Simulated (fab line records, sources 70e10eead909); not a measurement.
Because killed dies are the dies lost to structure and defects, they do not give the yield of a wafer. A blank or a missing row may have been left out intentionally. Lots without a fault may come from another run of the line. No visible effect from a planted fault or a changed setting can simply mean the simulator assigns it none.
Chamber matching || flow nand-harc || 4 sister chambers for NHARC_A_BONDPAD_DESCUM_11 on rie-diel-11
The step chemistry O2, time 3 s. 16 wafers are shown with their chamber, then 8 later ones without.

## WAFERS, EACH WITH ITS CHAMBER
{"wafer": "L456.3", "chamber": 0, "drypump-motor-current-A (A)": 5.9, "rf-vpp-V (V)": 57.8, "oes-product-au (a.u.)": 0.994}
{"wafer": "L456.4", "chamber": 3, "drypump-motor-current-A (A)": 5.2, "rf-vpp-V (V)": 59.6, "oes-product-au (a.u.)": 0.998}
{"wafer": "L456.5", "chamber": 2, "drypump-motor-current-A (A)": 5.7, "rf-vpp-V (V)": 58.1, "oes-product-au (a.u.)": 1.006}
{"wafer": "L457.1", "chamber": 2, "drypump-motor-current-A (A)": 5.7, "rf-vpp-V (V)": 57.4, "oes-product-au (a.u.)": 0.994}
{"wafer": "L457.2", "chamber": 0, "drypump-motor-current-A (A)": 5.9, "rf-vpp-V (V)": 57.2, "oes-product-au (a.u.)": 0.988}
{"wafer": "L457.4", "chamber": 1, "drypump-motor-current-A (A)": 5.5, "rf-vpp-V (V)": 58.7, "oes-product-au (a.u.)": 0.986}
{"wafer": "L461.1", "chamber": 2, "drypump-motor-current-A (A)": 5.7, "rf-vpp-V (V)": 57.4, "oes-product-au (a.u.)": 1.002}
{"wafer": "L461.4", "chamber": 1, "drypump-motor-current-A (A)": 5.4, "rf-vpp-V (V)": 57.7, "oes-product-au (a.u.)": 1.001}
{"wafer": "L461.5", "chamber": 2, "drypump-motor-current-A (A)": 5.6, "rf-vpp-V (V)": 58.3, "oes-product-au (a.u.)": 1.003}
{"wafer": "L463.1", "chamber": 3, "drypump-motor-current-A (A)": 5.2, "rf-vpp-V (V)": 59.0, "oes-product-au (a.u.)": 0.993}
{"wafer": "L463.2", "chamber": 2, "drypump-motor-current-A (A)": 5.7, "rf-vpp-V (V)": 57.2, "oes-product-au (a.u.)": 0.995}
{"wafer": "L463.4", "chamber": 0, "drypump-motor-current-A (A)": 5.9, "rf-vpp-V (V)": 56.8, "oes-product-au (a.u.)": 0.997}
{"wafer": "L465.4", "chamber": 0, "drypump-motor-current-A (A)": 5.9, "rf-vpp-V (V)": 57.1, "oes-product-au (a.u.)": 0.999}
{"wafer": "L465.5", "chamber": 2, "drypump-motor-current-A (A)": 5.7, "rf-vpp-V (V)": 57.4, "oes-product-au (a.u.)": 1.007}
{"wafer": "L465.6", "chamber": 1, "drypump-motor-current-A (A)": 5.5, "rf-vpp-V (V)": 58.7, "oes-product-au (a.u.)": 0.998}
{"wafer": "L472.3", "chamber": 2, "drypump-motor-current-A (A)": 5.7, "rf-vpp-V (V)": 56.9, "oes-product-au (a.u.)": 1.004}

SIGNATURES (averages over the wafers above)
{"reading": "drypump-motor-current-A", "chamber 0": 5.900, "chamber 1": 5.467, "chamber 2": 5.686, "chamber 3": 5.200, "scatter within a chamber": 0.0356}
{"reading": "rf-vpp-V", "chamber 0": 57.225, "chamber 1": 58.367, "chamber 2": 57.529, "chamber 3": 59.300, "scatter within a chamber": 0.487}
{"reading": "oes-product-au", "chamber 0": 0.99450, "chamber 1": 0.99500, "chamber 2": 1.00157, "chamber 3": 0.99550, "scatter within a chamber": 0.00552}
Rule: a wafer's distance from a chamber is the root of the sum, over the readings, of the square of ((its reading less the chamber's mean) divided by the reading's scatter). If the next closest chamber is less than 2 further off than the closest, the wafer can't be placed; otherwise it belongs to the closest. The scatter is the square root of a quotient: the sum, over the shown wafers, of each reading's squared deviation from its chamber's mean, divided by wafers minus chambers.

## WAFERS WITHOUT THEIR CHAMBER
{"wafer": "L472.5", "drypump-motor-current-A (A)": 5.7, "rf-vpp-V (V)": 56.1, "oes-product-au (a.u.)": 1.005}
{"wafer": "L472.6", "drypump-motor-current-A (A)": 5.4, "rf-vpp-V (V)": 57.3, "oes-product-au (a.u.)": 1.009}
{"wafer": "L471.3", "drypump-motor-current-A (A)": 5.7, "rf-vpp-V (V)": 57.6, "oes-product-au (a.u.)": 1.018}
{"wafer": "L471.4", "drypump-motor-current-A (A)": 5.2, "rf-vpp-V (V)": 57.0, "oes-product-au (a.u.)": 1.010}
{"wafer": "L471.5", "drypump-motor-current-A (A)": 5.2, "rf-vpp-V (V)": 58.0, "oes-product-au (a.u.)": 1.001}
{"wafer": "L477.1", "drypump-motor-current-A (A)": 5.7, "rf-vpp-V (V)": 57.7, "oes-product-au (a.u.)": 1.012}
{"wafer": "L477.2", "drypump-motor-current-A (A)": 5.4, "rf-vpp-V (V)": 56.2, "oes-product-au (a.u.)": 1.008}
{"wafer": "L477.3", "drypump-motor-current-A (A)": 5.2, "rf-vpp-V (V)": 58.4, "oes-product-au (a.u.)": 1.009}

## WHICH CHAMBER EACH WENT THROUGH
{"wafer": "L472.5", "from the rows above": 2, "in truth": 2}
{"wafer": "L472.6", "from the rows above": 1, "in truth": 1}
{"wafer": "L471.3", "from the rows above": 2, "in truth": 2}
{"wafer": "L471.4", "from the rows above": 3, "in truth": 3}
{"wafer": "L471.5", "from the rows above": 3, "in truth": 3}
{"wafer": "L477.1", "from the rows above": 2, "in truth": 2}
{"wafer": "L477.2", "from the rows above": 1, "in truth": 1}
{"wafer": "L477.3", "from the rows above": 3, "in truth": 3}
Placed correctly: 8 of 8. Number that these rows cannot place: 0. Wrongly placed: 0.
